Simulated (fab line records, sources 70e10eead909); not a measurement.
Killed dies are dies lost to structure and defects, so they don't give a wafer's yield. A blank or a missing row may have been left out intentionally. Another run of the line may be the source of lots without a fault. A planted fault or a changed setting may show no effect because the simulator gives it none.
The tool behind it: which one? | flow nand_harc | 24 lots with 72 wafers sampled at 5 steps, on a route of 1159 steps

== WHAT THE GAUGES READ, wafer by wafer ==
NHARC_P_STI_OCD_MEAS_43. Usual: trench_depth_nm 301 nm, standard deviation 4.7; trench_foot_cd_nm 157.8 nm, standard deviation 2.5.
lot  | measured    | on     | trench_depth_nm (nm) | trench_foot_cd_nm (nm) | flag
L074 | day 2 12:23 | ocd-02 | 303 303 304          | 156.0 155.3 158.6      |
L076 | day 3 03:12 | ocd-01 | 296 300 298          | 165.5 158.7 158.1      |
L077 | day 3 03:14 | ocd-02 | 302 301 307          | 159.2 163.0 159.0      |
L078 | day 3 10:29 | ocd-02 | 299 300 304          | 157.8 159.6 157.5      |
L075 | day 3 10:40 | ocd-01 | 302 303 299          | 156.9 154.5 161.6      |
L079 | day 3 19:22 | ocd-01 | 301 302 300          | 159.4 157.4 156.9      |
L080 | day 4 00:14 | ocd-01 | 308 307 307          | 158.8 156.8 159.2      |
L081 | day 4 07:29 | ocd-02 | 305 307 308          | 157.8 157.5 154.2      |
L082 | day 4 12:31 | ocd-02 | 296 289 292          | 159.3 162.2 158.5      |
L083 | day 4 20:30 | ocd-02 | 295 303 299          | 156.1 160.8 154.5      |
L085 | day 5 05:05 | ocd-02 | 300 301 300          | 157.1 161.3 158.5      |
L084 | day 5 05:08 | ocd-01 | 304 303 304          | 155.6 157.0 156.1      |
L087 | day 5 17:53 | ocd-01 | 292 300 292          | 152.9 157.5 160.7      |
L086 | day 5 18:06 | ocd-02 | 302 301 302          | 154.5 159.9 158.1      |
L088 | day 6 01:59 | ocd-02 | 295 297 294          | 156.9 155.4 160.5      |
L089 | day 6 07:47 | ocd-02 | 300 299 298          | 160.7 157.1 155.6      |
L090 | day 6 14:14 | ocd-02 | 306 302 306          | 159.1 155.3 152.4      |
L091 | day 6 18:01 | ocd-02 | 309 297 309          | 154.7 158.9 157.0      |
L092 | day 7 02:58 | ocd-01 | 292 298 299          | 159.2 159.7 157.4      |
L093 | day 7 03:01 | ocd-02 | 298 302 303          | 161.6 158.1 156.9      |
L094 | day 7 12:32 | ocd-01 | 304 301 303          | 159.5 156.0 160.4      |
L095 | day 7 19:19 | ocd-02 | 297 305 299          | 162.2 152.4 159.0      |
L096 | day 8 00:05 | ocd-02 | 302 299 302          | 158.1 158.3 158.0      |
L097 | day 8 07:08 | ocd-02 | 303 309 304          | 162.1 161.7 158.6      |

NHARC_P_M1_INSPECT_11. Usual: raw_defect_count at 3.6, with a standard deviation of 2.3.
lot  | measured     | on                | raw_defect_count | flag
L074 | day 5 18:44  | defect_inspect-02 | 4 2 3            |
L076 | day 6 19:38  | defect_inspect-02 | 5 4 4            |
L077 | day 6 18:59  | defect_inspect-02 | 2 6 2            |
L078 | day 6 22:39  | defect_inspect-02 | 4 0 1            |
L075 | day 6 22:49  | defect_inspect-02 | 6 5 6            |
L079 | day 7 13:43  | defect_inspect-02 | 2 3 2            |
L080 | day 7 16:25  | defect_inspect-02 | 8 8 5            |
L081 | day 7 17:34  | defect_inspect-02 | 3 6 5            |
L082 | day 7 21:55  | defect_inspect-01 | 5 4 1            |
L083 | day 8 11:10  | defect_inspect-01 | 7 6 2            |
L085 | day 9 14:08  | defect_inspect-01 | 3 1 1            |
L084 | day 9 04:37  | defect_inspect-01 | 8 10 7           |
L087 | day 9 04:02  | defect_inspect-01 | 2 3 1            |
L086 | day 9 04:23  | defect_inspect-01 | 3 1 5            |
L088 | day 9 19:53  | defect_inspect-02 | 6 4 1            |
L089 | day 9 20:29  | defect_inspect-02 | 4 2 1            |
L090 | day 9 23:46  | defect_inspect-01 | 4 5 2            |
L091 | day 10 03:38 | defect_inspect-01 | 5 0 4            |
L092 | day 10 13:29 | defect_inspect-01 | 2 3 2            |
L093 | day 10 12:50 | defect_inspect-01 | 2 3 3            |
L094 | day 10 19:01 | defect_inspect-01 | 4 3 4            |
L095 | day 11 06:58 | defect_inspect-01 | 4 3 5            |
L096 | day 11 06:17 | defect_inspect-02 | 4 8 6            |
L097 | day 12 05:50 | defect_inspect-02 | 2 6 3            |

== EACH LOT AND THE TOOL THAT RAN IT (in order: tool; ch and the chambers of the sampled wafers; start) ==
lot  | NHARC_P_GATE_DEGAS_109       | NHARC_P_CONTACT_PVD_32                  | NHARC_P_M0_CMP_23
L074 | pvd_sputter-01, day 5 07:41  | pvd_sputter-02, day 5 16:44 or earlier  | cmp-01 ch 0,1, day 5 16:44
L076 | pvd_sputter-02, day 6 01:55  | pvd_sputter-02, day 6 17:37 or earlier  | cmp-01 ch 0,2,3, day 6 17:37
L077 | pvd_sputter-02, day 6 01:22  | pvd_sputter-03, day 6 17:03 or earlier  | cmp-03 ch 0,1,3, day 6 17:03
L078 | pvd_sputter-02, day 6 11:32  | pvd_sputter-02, day 6 20:41 or earlier  | cmp-04 ch 0,1, day 6 20:41
L075 | pvd_sputter-03, day 6 11:59  | pvd_sputter-03, day 6 20:55 or earlier  | cmp-03 ch 1,2,3, day 6 20:55
L079 | pvd_sputter-01, day 6 20:28  | pvd_sputter-01, day 7 11:43 or earlier  | cmp-01 ch 0,1,2, day 7 11:43
L080 | pvd_sputter-02, day 7 05:33  | pvd_sputter-03, day 7 14:28 or earlier  | cmp-01 ch 0,3, day 7 14:28
L081 | pvd_sputter-02, day 7 06:23  | pvd_sputter-02, day 7 15:35 or earlier  | cmp-04 ch 2,3, day 7 15:35
L082 | pvd_sputter-03, day 7 10:58  | pvd_sputter-03, day 7 20:02 or earlier  | cmp-03 ch 0,1,3, day 7 20:02
L083 | pvd_sputter-02, day 7 21:21  | pvd_sputter-03, day 8 09:19 or earlier  | cmp-03 ch 0,3, day 8 09:19
L085 | pvd_sputter-03, day 8 21:42  | pvd_sputter-01, day 9 12:16 or earlier  | cmp-01 ch 0,2, day 9 12:16
L084 | pvd_sputter-02, day 8 16:16  | pvd_sputter-01, day 9 02:39 or earlier  | cmp-01 ch 0,1,2, day 9 02:39
L087 | pvd_sputter-03, day 8 15:08  | pvd_sputter-01, day 9 02:04 or earlier  | cmp-01 ch 1,2, day 9 02:04
L086 | pvd_sputter-01, day 8 15:57  | pvd_sputter-02, day 9 02:22 or earlier  | cmp-03 ch 0,1,3, day 9 02:22
L088 | pvd_sputter-02, day 9 00:17  | pvd_sputter-02, day 9 17:33 or earlier  | cmp-03 ch 0,2,3, day 9 17:33
L089 | pvd_sputter-01, day 9 01:49  | pvd_sputter-03, day 9 18:10 or earlier  | cmp-01 ch 0,1, day 9 18:10
L090 | pvd_sputter-02, day 9 11:52  | pvd_sputter-02, day 9 21:46 or earlier  | cmp-04 ch 0,1,2, day 9 21:46
L091 | pvd_sputter-03, day 9 16:25  | pvd_sputter-01, day 10 01:17 or earlier | cmp-03 ch 0,1, day 10 01:17
L092 | pvd_sputter-03, day 10 02:24 | pvd_sputter-01, day 10 11:31 or earlier | cmp-01 ch 0,2,3, day 10 11:31
L093 | pvd_sputter-03, day 10 01:28 | pvd_sputter-01, day 10 10:52 or earlier | cmp-03 ch 1,3, day 10 10:52
L094 | pvd_sputter-01, day 10 07:49 | pvd_sputter-02, day 10 17:02 or earlier | cmp-04 ch 2,3, day 10 17:02
L095 | pvd_sputter-03, day 10 16:07 | pvd_sputter-03, day 11 04:49 or earlier | cmp-03 ch 0,1,2, day 11 04:49
L096 | pvd_sputter-01, day 10 15:26 | pvd_sputter-03, day 11 04:16 or earlier | cmp-03 ch 0,2,3, day 11 04:16
L097 | pvd_sputter-02, day 11 10:02 | pvd_sputter-03, day 12 03:52 or earlier | cmp-01 ch 0,1,2, day 12 03:52
- NHARC_P_GATE_DEGAS_109: time 60 s.
- NHARC_P_CONTACT_PVD_32: deposits Ti, target thk 5 nm, time 17.7 s.
- NHARC_P_M0_CMP_23: polishes, t overpolish 20 s, target thk 117.53 nm.

== WHAT THE TOOLS THEMSELVES READ (means of the sampled wafers that have a number; where no wafer has one, the mark that the record gives instead) ==
NHARC_P_GATE_DEGAS_109. Usual: heater_power_w at 503 W, with a standard deviation of 75.
lot  | tool           | heater_power_w (W) | flag
L074 | pvd_sputter-01 | 453                |
L076 | pvd_sputter-02 | 588                |
L077 | pvd_sputter-02 | 604                |
L078 | pvd_sputter-02 | 523                |
L075 | pvd_sputter-03 | 494                |
L079 | pvd_sputter-01 | 497                |
L080 | pvd_sputter-02 | 454                |
L081 | pvd_sputter-02 | 459                |
L082 | pvd_sputter-03 | 492                |
L083 | pvd_sputter-02 | 514                |
L085 | pvd_sputter-03 | 505                |
L084 | pvd_sputter-02 | 520                |
L087 | pvd_sputter-03 | 483                |
L086 | pvd_sputter-01 | 512                |
L088 | pvd_sputter-02 | 552                |
L089 | pvd_sputter-01 | 504                |
L090 | pvd_sputter-02 | 446                |
L091 | pvd_sputter-03 | 519                |
L092 | pvd_sputter-03 | 474                |
L093 | pvd_sputter-03 | 542                |
L094 | pvd_sputter-01 | 504                |
L095 | pvd_sputter-03 | 524                |
L096 | pvd_sputter-01 | 503                |
L097 | pvd_sputter-02 | 507                |

NHARC_P_CONTACT_PVD_32. Usual: throttle_valve_pct at 29.8 %, with a standard deviation of 1.1.
lot  | tool           | throttle_valve_pct (%) | flag
L074 | pvd_sputter-02 | 29.7                   |
L076 | pvd_sputter-02 | 29.3                   |
L077 | pvd_sputter-03 | 30.6                   |
L078 | pvd_sputter-02 | 29.7                   |
L075 | pvd_sputter-03 | 29.8                   |
L079 | pvd_sputter-01 | 29.2                   |
L080 | pvd_sputter-03 | 30.0                   |
L081 | pvd_sputter-02 | 29.8                   |
L082 | pvd_sputter-03 | 30.1                   |
L083 | pvd_sputter-03 | 30.1                   |
L085 | pvd_sputter-01 | 29.0                   |
L084 | pvd_sputter-01 | 29.8                   |
L087 | pvd_sputter-01 | 29.2                   |
L086 | pvd_sputter-02 | 28.9                   |
L088 | pvd_sputter-02 | 29.8                   |
L089 | pvd_sputter-03 | 30.0                   |
L090 | pvd_sputter-02 | 29.2                   |
L091 | pvd_sputter-01 | 30.2                   |
L092 | pvd_sputter-01 | 29.0                   |
L093 | pvd_sputter-01 | 28.9                   |
L094 | pvd_sputter-02 | 29.9                   |
L095 | pvd_sputter-03 | 30.7                   |
L096 | pvd_sputter-03 | 30.6                   |
L097 | pvd_sputter-03 | 29.9                   |

NHARC_P_M0_CMP_23. Usual: edge_zone_pressure_frac 1.000, standard deviation 0.0051; motor_current_A 12.1 A, standard deviation 0.99; time_to_endpoint_s 28.8 s, standard deviation 2.9.
lot  | tool   | edge_zone_pressure_frac | motor_current_A (A) | time_to_endpoint_s (s) | flag
L074 | cmp-01 | 0.993                   | 13.5                | 28.6                   |
L076 | cmp-01 | 0.996                   | 12.3                | 27.9                   |
L077 | cmp-03 | 1.000                   | 11.0                | 34.3                   |
L078 | cmp-04 | 1.003                   | 11.4                | 28.7                   |
L075 | cmp-03 | 1.000                   | 11.8                | 32.1                   |
L079 | cmp-01 | 1.000                   | 12.9                | 30.1                   |
L080 | cmp-01 | 1.007                   | 12.1                | 32.2                   |
L081 | cmp-04 | 1.000                   | 12.3                | 31.8                   |
L082 | cmp-03 | 0.997                   | 11.0                | 29.7                   |
L083 | cmp-03 | 0.999                   | 11.3                | 32.6                   |
L085 | cmp-01 | 1.002                   | 12.5                | 27.2                   |
L084 | cmp-01 | 1.002                   | 12.9                | 27.6                   |
L087 | cmp-01 | 0.999                   | 13.1                | 27.8                   |
L086 | cmp-03 | 1.003                   | 10.4                | 31.6                   |
L088 | cmp-03 | 1.002                   | 11.9                | 26.1                   |
L089 | cmp-01 | 0.996                   | 12.6                | 25.2                   |
L090 | cmp-04 | 1.003                   | 12.4                | 28.6                   |
L091 | cmp-03 | 0.999                   | 10.3                | 27.4                   |
L092 | cmp-01 | 0.999                   | 12.3                | 30.0                   |
L093 | cmp-03 | 1.002                   | 11.5                | 29.4                   |
L094 | cmp-04 | 0.999                   | 11.9                | 28.9                   |
L095 | cmp-03 | 1.000                   | 11.4                | 26.8                   |
L096 | cmp-03 | 0.998                   | 11.4                | 27.7                   |
L097 | cmp-01 | 1.001                   | 12.7                | 26.6                   |

== THE ANSWER, worked out from the rows above alone ==
Rule: take the mean of a lot's wafers that have a number; if it is more than 3 standard deviations from the usual mean, the lot is off. A lot without any number at a reading at which 4 lots or more have one is off too. Any other lot the step has rows for is counted as sound. The gauges are gone through in route order, then the tools' own readings, and for those a lot's mean is taken as printed above. The first step at which some lot is off is used, and at that step the reading that is off furthest; a lot without a number counts as furthest.
No lot is off on any of the readings shown, so nothing can be concluded from this.

== WHAT THE SIMULATOR PUT IN ==
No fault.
